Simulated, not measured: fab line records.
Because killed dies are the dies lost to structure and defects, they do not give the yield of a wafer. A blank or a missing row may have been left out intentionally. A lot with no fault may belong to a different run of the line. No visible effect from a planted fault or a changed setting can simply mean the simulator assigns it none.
The tool behind it: which one? :: flow n5_finfet :: Sampling: 11 lots, 32 wafers, 4 of 1938 route steps

== WHAT EACH GAUGE READ, for each wafer ==
The record holds no reading of a measuring or inspecting step that can be judged against a usual standard deviation.

== TOOL THAT RAN EACH LOT (tool first, then ch and the chambers of the sampled wafers, then the start) ==
lot: L676
N5_BEOL_M11_TRENCH_ETCH_37: rie_diel-04 ch 0,1,3, day 13 04:18
N5_PASSIVATION_AL_ETCH_33: rie_metal-01 ch 0,1, day 15 00:08
N5_PASSIVATION_PECVD_35: pecvd-01 ch 0,1,2, day 15 01:11
N5_PASSIVATION_PROBE_49: prober-01, day 15 06:08

lot: L679
N5_BEOL_M11_TRENCH_ETCH_37: rie_diel-04 ch 0,2,3, day 13 16:54
N5_PASSIVATION_AL_ETCH_33: rie_metal-01 ch 0,1, day 15 08:38
N5_PASSIVATION_PECVD_35: pecvd-04 ch 1,2, day 15 09:46
N5_PASSIVATION_PROBE_49: prober-02, day 15 14:38

lot: L678
N5_BEOL_M11_TRENCH_ETCH_37: rie_diel-06 ch 1,2,3, day 14 02:23
N5_PASSIVATION_AL_ETCH_33: rie_metal-01 ch 0, day 15 21:58
N5_PASSIVATION_PECVD_35: pecvd-02 ch 0,1, day 15 23:05
N5_PASSIVATION_PROBE_49: prober-01, day 16 02:52

lot: L680
N5_BEOL_M11_TRENCH_ETCH_37: rie_diel-04 ch 0,1, day 14 06:45
N5_PASSIVATION_AL_ETCH_33: rie_metal-02 ch 0,1, day 16 05:26
N5_PASSIVATION_PECVD_35: pecvd-02 ch 0,1,2, day 16 06:29
N5_PASSIVATION_PROBE_49: prober-02, day 16 10:46

lot: L682
N5_BEOL_M11_TRENCH_ETCH_37: rie_diel-06 ch 0,2, day 15 03:58
N5_PASSIVATION_AL_ETCH_33: rie_metal-02 ch 0,1, day 16 20:45
N5_PASSIVATION_PECVD_35: pecvd-04 ch 0, day 16 21:56
N5_PASSIVATION_PROBE_49: prober-02, day 17 01:46

lot: L685
N5_BEOL_M11_TRENCH_ETCH_37: rie_diel-04 ch 1,3, day 15 14:20
N5_PASSIVATION_AL_ETCH_33: rie_metal-03 ch 0,1, day 17 02:22
N5_PASSIVATION_PECVD_35: pecvd-04 ch 0, day 17 03:33
N5_PASSIVATION_PROBE_49: prober-02, day 17 07:20

lot: L684
N5_BEOL_M11_TRENCH_ETCH_37: rie_diel-06 ch 0,3, day 16 04:16
N5_PASSIVATION_AL_ETCH_33: rie_metal-02 ch 1, day 17 21:52
N5_PASSIVATION_PECVD_35: pecvd-02 ch 0,1,2, day 17 23:29
N5_PASSIVATION_PROBE_49: prober-01, day 18 03:04

lot: L688
N5_BEOL_M11_TRENCH_ETCH_37: rie_diel-06 ch 0,1,3, day 16 07:21
N5_PASSIVATION_AL_ETCH_33: rie_metal-03 ch 0,1, day 18 03:22
N5_PASSIVATION_PECVD_35: pecvd-04 ch 0,1,2, day 18 04:29
N5_PASSIVATION_PROBE_49: prober-01, day 18 08:11

lot: L686
N5_BEOL_M11_TRENCH_ETCH_37: rie_diel-06 ch 2,3, day 16 18:59
N5_PASSIVATION_AL_ETCH_33: rie_metal-02 ch 1, day 18 08:56
N5_PASSIVATION_PECVD_35: pecvd-01 ch 1, day 18 10:52
N5_PASSIVATION_PROBE_49: prober-01, day 18 15:00

lot: L689
N5_BEOL_M11_TRENCH_ETCH_37: rie_diel-01 ch 0,2, day 17 04:42
N5_PASSIVATION_AL_ETCH_33: rie_metal-03 ch 0,1, day 18 12:14
N5_PASSIVATION_PECVD_35: pecvd-02 ch 0,2, day 18 13:14
N5_PASSIVATION_PROBE_49: prober-02, day 18 17:04

lot: L694
N5_BEOL_M11_TRENCH_ETCH_37: rie_diel-06 ch 0,2,3, day 17 21:53
N5_PASSIVATION_AL_ETCH_33: rie_metal-01 ch 0, day 19 15:31
N5_PASSIVATION_PECVD_35: pecvd-04 ch 0,1, day 19 17:10
N5_PASSIVATION_PROBE_49: prober-02, day 19 20:48
- N5_BEOL_M11_TRENCH_ETCH_37: etches SiCOH lowk in C4F6/O2, target depth 148.83 nm, time 48 s.
- N5_PASSIVATION_AL_ETCH_33: etches Al in Cl2/BCl3, stops on TaN, target depth 2800 nm, time 466.7 s.
- N5_PASSIVATION_PECVD_35: deposits SiNx from SiH4/NH3/N2, target thk 700 nm, time 151.3 s.
- N5_PASSIVATION_PROBE_49

== WHAT THE TOOLS THEMSELVES READ (means of the sampled wafers that have a number; where no wafer has one, the mark that the record gives instead) ==
N5_BEOL_M11_TRENCH_ETCH_37. Usual: chamber_pressure_mTorr 30.000 mTorr, standard deviation 0.027; drypump_motor_current_A 5.9 A, standard deviation 0.39; oes_product_au 0.80 a.u., standard deviation 0.069; rf_vpp_V 657 V, standard deviation 9.5; showerhead_plenum_p_Torr 2.80 Torr, standard deviation 0.1; throttle_valve_pct 20.79 %, standard deviation 0.21.
lot: L676
tool: rie_diel-04
chamber_pressure_mTorr (mTorr): 29.994
drypump_motor_current_A (A): 5.7
oes_product_au (a.u.): 0.81
rf_vpp_V (V): 658
showerhead_plenum_p_Torr (Torr): 2.86
throttle_valve_pct (%): 20.88
flag: 

lot: L679
tool: rie_diel-04
chamber_pressure_mTorr (mTorr): 30.000
drypump_motor_current_A (A): 5.6
oes_product_au (a.u.): 0.79
rf_vpp_V (V): 657
showerhead_plenum_p_Torr (Torr): 2.83
throttle_valve_pct (%): 20.85
flag: 

lot: L678
tool: rie_diel-06
chamber_pressure_mTorr (mTorr): 30.016
drypump_motor_current_A (A): 5.8
oes_product_au (a.u.): 0.86
rf_vpp_V (V): 660
showerhead_plenum_p_Torr (Torr): 2.81
throttle_valve_pct (%): 20.66
flag: 

lot: L680
tool: rie_diel-04
chamber_pressure_mTorr (mTorr): 30.001
drypump_motor_current_A (A): 6.2
oes_product_au (a.u.): 0.82
rf_vpp_V (V): 650
showerhead_plenum_p_Torr (Torr): 2.86
throttle_valve_pct (%): 20.94
flag: 

lot: L682
tool: rie_diel-06
chamber_pressure_mTorr (mTorr): 30.030
drypump_motor_current_A (A): 5.6
oes_product_au (a.u.): 0.85
rf_vpp_V (V): 660
showerhead_plenum_p_Torr (Torr): 2.83
throttle_valve_pct (%): 20.53
flag: 

lot: L685
tool: rie_diel-04
chamber_pressure_mTorr (mTorr): 30.000
drypump_motor_current_A (A): 5.6
oes_product_au (a.u.): 0.83
rf_vpp_V (V): 667
showerhead_plenum_p_Torr (Torr): 2.86
throttle_valve_pct (%): 20.83
flag: 

lot: L684
tool: rie_diel-06
chamber_pressure_mTorr (mTorr): 29.999
drypump_motor_current_A (A): 6.0
oes_product_au (a.u.): 0.79
rf_vpp_V (V): 655
showerhead_plenum_p_Torr (Torr): 2.73
throttle_valve_pct (%): 20.59
flag: 

lot: L688
tool: rie_diel-06
chamber_pressure_mTorr (mTorr): 29.998
drypump_motor_current_A (A): 6.0
oes_product_au (a.u.): 0.82
rf_vpp_V (V): 656
showerhead_plenum_p_Torr (Torr): 2.77
throttle_valve_pct (%): 20.63
flag: 

lot: L686
tool: rie_diel-06
chamber_pressure_mTorr (mTorr): 30.030
drypump_motor_current_A (A): 5.6
oes_product_au (a.u.): 0.82
rf_vpp_V (V): 662
showerhead_plenum_p_Torr (Torr): 2.80
throttle_valve_pct (%): 20.70
flag: 

lot: L689
tool: rie_diel-01
chamber_pressure_mTorr (mTorr): 30.001
drypump_motor_current_A (A): 6.1
oes_product_au (a.u.): 0.81
rf_vpp_V (V): 659
showerhead_plenum_p_Torr (Torr): 2.79
throttle_valve_pct (%): 20.75
flag: 

lot: L694
tool: rie_diel-06
chamber_pressure_mTorr (mTorr): 30.018
drypump_motor_current_A (A): 5.8
oes_product_au (a.u.): 0.79
rf_vpp_V (V): 658
showerhead_plenum_p_Torr (Torr): 2.76
throttle_valve_pct (%): 20.65
flag: 

N5_PASSIVATION_AL_ETCH_33. Usual: chamber_pressure_mTorr 10.000 mTorr, standard deviation 0.0093; drypump_motor_current_A 5.7 A, standard deviation 0.48; oes_product_au 0.71 a.u., standard deviation 0.056; throttle_valve_pct 34.2 %, standard deviation 0.33.
lot: L676
tool: rie_metal-01
chamber_pressure_mTorr (mTorr): 9.998
drypump_motor_current_A (A): 5.3
oes_product_au (a.u.): 0.74
throttle_valve_pct (%): 34.2
flag: 

lot: L679
tool: rie_metal-01
chamber_pressure_mTorr (mTorr): 10.002
drypump_motor_current_A (A): 5.6
oes_product_au (a.u.): 0.71
throttle_valve_pct (%): 34.1
flag: 

lot: L678
tool: rie_metal-01
chamber_pressure_mTorr (mTorr): 9.989
drypump_motor_current_A (A): 5.8
oes_product_au (a.u.): 0.69
throttle_valve_pct (%): 34.0
flag: 

lot: L680
tool: rie_metal-02
chamber_pressure_mTorr (mTorr): 10.007
drypump_motor_current_A (A): 5.4
oes_product_au (a.u.): 0.72
throttle_valve_pct (%): 34.3
flag: 

lot: L682
tool: rie_metal-02
chamber_pressure_mTorr (mTorr): 9.999
drypump_motor_current_A (A): 5.5
oes_product_au (a.u.): 0.72
throttle_valve_pct (%): 34.1
flag: 

lot: L685
tool: rie_metal-03
chamber_pressure_mTorr (mTorr): 9.994
drypump_motor_current_A (A): 6.3
oes_product_au (a.u.): 0.72
throttle_valve_pct (%): 34.3
flag: 

lot: L684
tool: rie_metal-02
chamber_pressure_mTorr (mTorr): 9.999
drypump_motor_current_A (A): 5.3
oes_product_au (a.u.): 0.72
throttle_valve_pct (%): 34.6
flag: 

lot: L688
tool: rie_metal-03
chamber_pressure_mTorr (mTorr): 10.002
drypump_motor_current_A (A): 6.3
oes_product_au (a.u.): 0.71
throttle_valve_pct (%): 34.3
flag: 

lot: L686
tool: rie_metal-02
chamber_pressure_mTorr (mTorr): 9.999
drypump_motor_current_A (A): 5.3
oes_product_au (a.u.): 0.71
throttle_valve_pct (%): 34.6
flag: 

lot: L689
tool: rie_metal-03
chamber_pressure_mTorr (mTorr): 10.005
drypump_motor_current_A (A): 6.0
oes_product_au (a.u.): 0.77
throttle_valve_pct (%): 34.1
flag: 

lot: L694
tool: rie_metal-01
chamber_pressure_mTorr (mTorr): 9.999
drypump_motor_current_A (A): 5.8
oes_product_au (a.u.): 0.67
throttle_valve_pct (%): 34.0
flag: 

N5_PASSIVATION_PECVD_35. Usual: chamber_pressure_Torr 4.900 Torr, standard deviation 0.011; heater_power_w 469 W, standard deviation 93; showerhead_plenum_p_Torr 8.67 Torr, standard deviation 0.06; throttle_valve_pct 28.1 %, standard deviation 1.1.
lot: L676
tool: pecvd-01
chamber_pressure_Torr (Torr): 4.899
heater_power_w (W): 502
showerhead_plenum_p_Torr (Torr): 8.62
throttle_valve_pct (%): 27.3
flag: 

lot: L679
tool: pecvd-04
chamber_pressure_Torr (Torr): 4.903
heater_power_w (W): 447
showerhead_plenum_p_Torr (Torr): 8.65
throttle_valve_pct (%): 28.0
flag: 

lot: L678
tool: pecvd-02
chamber_pressure_Torr (Torr): 4.896
heater_power_w (W): 505
showerhead_plenum_p_Torr (Torr): 8.71
throttle_valve_pct (%): 28.3
flag: 

lot: L680
tool: pecvd-02
chamber_pressure_Torr (Torr): 4.904
heater_power_w (W): 456
showerhead_plenum_p_Torr (Torr): 8.71
throttle_valve_pct (%): 27.5
flag: 

lot: L682
tool: pecvd-04
chamber_pressure_Torr (Torr): 4.901
heater_power_w (W): 478
showerhead_plenum_p_Torr (Torr): 8.65
throttle_valve_pct (%): 30.1
flag: 

lot: L685
tool: pecvd-04
chamber_pressure_Torr (Torr): 4.897
heater_power_w (W): 485
showerhead_plenum_p_Torr (Torr): 8.66
throttle_valve_pct (%): 30.2
flag: 

lot: L684
tool: pecvd-02
chamber_pressure_Torr (Torr): 4.896
heater_power_w (W): 445
showerhead_plenum_p_Torr (Torr): 8.71
throttle_valve_pct (%): 27.6
flag: 

lot: L688
tool: pecvd-04
chamber_pressure_Torr (Torr): 4.902
heater_power_w (W): 435
showerhead_plenum_p_Torr (Torr): 8.64
throttle_valve_pct (%): 28.8
flag: 

lot: L686
tool: pecvd-01
chamber_pressure_Torr (Torr): 4.896
heater_power_w (W): 538
showerhead_plenum_p_Torr (Torr): 8.69
throttle_valve_pct (%): 27.1
flag: 

lot: L689
tool: pecvd-02
chamber_pressure_Torr (Torr): 4.914
heater_power_w (W): 407
showerhead_plenum_p_Torr (Torr): 8.68
throttle_valve_pct (%): 27.2
flag: 

lot: L694
tool: pecvd-04
chamber_pressure_Torr (Torr): 4.909
heater_power_w (W): 497
showerhead_plenum_p_Torr (Torr): 8.65
throttle_valve_pct (%): 29.5
flag: 

N5_PASSIVATION_PROBE_49. Usual: defect_limited_yield 91.2 %, standard deviation 1.6; killed_at_M0_to_M3 33, standard deviation 11; killed_at_M4_up 14, standard deviation 5; killed_at_contacts 12, standard deviation 5.8; killed_at_front_end 41, standard deviation 12; killed_at_other 3.5, standard deviation 2.9; killed_dies 104, standard deviation 19; killed_on_rim 13, standard deviation 4.2; killed_open 68, standard deviation 14; killed_short 34, standard deviation 8.8; sort_bin_5_function 5.2 %, standard deviation 1.1; sort_bin_6_memory 3.2 %, standard deviation 0.71; sort_n_pass 1076, standard deviation 19; sort_yield_pct 91.2 %, standard deviation 1.6.
lot: L676
tool: prober-01
defect_limited_yield (%): 92.6
killed_at_M0_to_M3: 42
killed_at_M4_up: 10
killed_at_contacts: 6
killed_at_front_end: 26
killed_at_other: 3.7
killed_dies: 87
killed_on_rim: 11
killed_open: 56
killed_short: 29
sort_bin_5_function (%): 4.0
sort_bin_6_memory (%): 3.1
sort_n_pass: 1093
sort_yield_pct (%): 92.6
flag: 

lot: L679
tool: prober-02
defect_limited_yield (%): 90.8
killed_at_M0_to_M3: 32
killed_at_M4_up: 16
killed_at_contacts: 11
killed_at_front_end: 50
killed_at_other: 0.3
killed_dies: 109
killed_on_rim: 16
killed_open: 64
killed_short: 40
sort_bin_5_function (%): 5.4
sort_bin_6_memory (%): 3.2
sort_n_pass: 1071
sort_yield_pct (%): 90.8
flag: 

lot: L678
tool: prober-01
defect_limited_yield (%): 91.9
killed_at_M0_to_M3: 31
killed_at_M4_up: 17
killed_at_contacts: 22
killed_at_front_end: 24
killed_at_other: 1.3
killed_dies: 95
killed_on_rim: 13
killed_open: 68
killed_short: 27
sort_bin_5_function (%): 4.7
sort_bin_6_memory (%): 3.2
sort_n_pass: 1085
sort_yield_pct (%): 91.9
flag: 

lot: L680
tool: prober-02
defect_limited_yield (%): 90.1
killed_at_M0_to_M3: 26
killed_at_M4_up: 17
killed_at_contacts: 13
killed_at_front_end: 55
killed_at_other: 6.0
killed_dies: 117
killed_on_rim: 12
killed_open: 85
killed_short: 31
sort_bin_5_function (%): 6.1
sort_bin_6_memory (%): 3.4
sort_n_pass: 1063
sort_yield_pct (%): 90.1
flag: 

lot: L682
tool: prober-02
defect_limited_yield (%): 92.3
killed_at_M0_to_M3: 26
killed_at_M4_up: 10
killed_at_contacts: 13
killed_at_front_end: 40
killed_at_other: 2.5
killed_dies: 91
killed_on_rim: 14
killed_open: 66
killed_short: 25
sort_bin_5_function (%): 4.3
sort_bin_6_memory (%): 3.2
sort_n_pass: 1089
sort_yield_pct (%): 92.3
flag: 

lot: L685
tool: prober-02
defect_limited_yield (%): 91.8
killed_at_M0_to_M3: 31
killed_at_M4_up: 15
killed_at_contacts: 12
killed_at_front_end: 35
killed_at_other: 3.3
killed_dies: 96
killed_on_rim: 12
killed_open: 60
killed_short: 36
sort_bin_5_function (%): 5.2
sort_bin_6_memory (%): 2.6
sort_n_pass: 1084
sort_yield_pct (%): 91.8
flag: 

lot: L684
tool: prober-01
defect_limited_yield (%): 89.8
killed_at_M0_to_M3: 33
killed_at_M4_up: 15
killed_at_contacts: 18
killed_at_front_end: 54
killed_at_other: 1.0
killed_dies: 121
killed_on_rim: 12
killed_open: 80
killed_short: 39
sort_bin_5_function (%): 6.1
sort_bin_6_memory (%): 3.7
sort_n_pass: 1059
sort_yield_pct (%): 89.8
flag: 

lot: L688
tool: prober-01
defect_limited_yield (%): 88.4
killed_at_M0_to_M3: 41
killed_at_M4_up: 10
killed_at_contacts: 21
killed_at_front_end: 54
killed_at_other: 10.7
killed_dies: 137
killed_on_rim: 15
killed_open: 84
killed_short: 51
sort_bin_5_function (%): 6.6
sort_bin_6_memory (%): 4.5
sort_n_pass: 1043
sort_yield_pct (%): 88.4
flag: 

lot: L686
tool: prober-01
defect_limited_yield (%): 92.1
killed_at_M0_to_M3: 30
killed_at_M4_up: 16
killed_at_contacts: 5
killed_at_front_end: 40
killed_at_other: 2.0
killed_dies: 93
killed_on_rim: 11
killed_open: 53
killed_short: 37
sort_bin_5_function (%): 4.6
sort_bin_6_memory (%): 2.8
sort_n_pass: 1087
sort_yield_pct (%): 92.1
flag: 

lot: L689
tool: prober-02
defect_limited_yield (%): 90.1
killed_at_M0_to_M3: 43
killed_at_M4_up: 18
killed_at_contacts: 8
killed_at_front_end: 42
killed_at_other: 5.7
killed_dies: 117
killed_on_rim: 17
killed_open: 80
killed_short: 35
sort_bin_5_function (%): 5.8
sort_bin_6_memory (%): 3.6
sort_n_pass: 1063
sort_yield_pct (%): 90.1
flag: 

lot: L694
tool: prober-02
defect_limited_yield (%): 88.8
killed_at_M0_to_M3: 19
killed_at_M4_up: 56
killed_at_contacts: 14
killed_at_front_end: 42
killed_at_other: 2.0
killed_dies: 132
killed_on_rim: 11
killed_open: 56
killed_short: 35
sort_bin_5_function (%): 6.7
sort_bin_6_memory (%): 3.5
sort_n_pass: 1048
sort_yield_pct (%): 88.8
flag: OFF

== THE ANSWER, worked out from the rows above alone ==
Rule: a lot counts as off when the mean over its wafers that have a number is more than 3 standard deviations away from the usual mean. Also off: a lot with no number at a reading for which 4 or more lots have one. Where the step has rows for the other lots, those lots are counted as sound. The gauges are gone through in route order, then the tools' own readings, and for those a lot's mean is taken as printed above. The first step at which some lot is off is used, and at that step the reading that is off furthest; a lot without a number counts as furthest.
Off: L694 (N5_PASSIVATION_PROBE_49, killed_at_M4_up).
If a tool, at that step or one of the process steps before it, ran each lot that is off and ran no sound lot following the first of them, it fits. Can't be told from this: 4 tools fit, rie_diel-06 at N5_BEOL_M11_TRENCH_ETCH_37, rie_metal-01 at N5_PASSIVATION_AL_ETCH_33, pecvd-04 at N5_PASSIVATION_PECVD_35, prober-02 at N5_PASSIVATION_PROBE_49.

== WHAT THE SIMULATOR HAD PUT IN ==
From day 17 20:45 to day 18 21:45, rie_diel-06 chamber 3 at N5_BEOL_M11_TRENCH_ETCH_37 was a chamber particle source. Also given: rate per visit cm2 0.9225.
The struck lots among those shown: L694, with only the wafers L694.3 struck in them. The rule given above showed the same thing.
